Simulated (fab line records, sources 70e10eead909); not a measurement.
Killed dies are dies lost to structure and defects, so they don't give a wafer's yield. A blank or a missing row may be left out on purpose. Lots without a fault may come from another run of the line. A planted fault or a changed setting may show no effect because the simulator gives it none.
Chamber matching | flow nand_harc | NHARC_P_BONDPAD_STRIP_15 on rie_diel-07: 4 sister chambers
The step strips in O2. 4 wafers are shown with their chamber, then 8 later ones without.

WAFERS WITH THEIR CHAMBER
wafer  | chamber | showerhead_plenum_p_Torr (Torr)
L088.3 | 2       | 3.48
L088.1 | 0       | 3.36
L088.6 | 3       | 3.36
L093.1 | 1       | 3.76

WAFERS WITHOUT THEIR CHAMBER
wafer  | showerhead_plenum_p_Torr (Torr)
L093.4 | 3.36
L093.6 | 3.36
L096.1 | 3.48
L096.3 | 3.36
L096.4 | 3.75
L097.1 | 3.75
L097.2 | 3.36
L097.5 | 3.48

WHICH CHAMBER EACH WENT THROUGH
wafer  | from the rows above     | in truth
L093.4 | can't be placed: 0 or 3 | 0
L093.6 | can't be placed: 0 or 3 | 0
L096.1 | 2                       | 2
L096.3 | can't be placed: 0 or 3 | 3
L096.4 | 1                       | 1
L097.1 | 1                       | 1
L097.2 | can't be placed: 0 or 3 | 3
L097.5 | 2                       | 2
Placed correctly: 4 of 8. Can't be placed from these rows: 4 (the true chamber is among the candidates in 4). Placed wrongly: 0.
How it was worked out, from the rows above alone: a wafer's distance from a chamber is the root of the sum, over the readings, of the square of ((its reading less the chamber's mean) divided by the reading's scatter). The wafer belongs to the nearest chamber; if the next one is less than 2 further off, it can't be placed. A chamber's mean is the mean of its shown wafers. The scatter: with one shown wafer a chamber, the root of the mean of the squares of how far each hidden wafer lies from its nearest shown one.
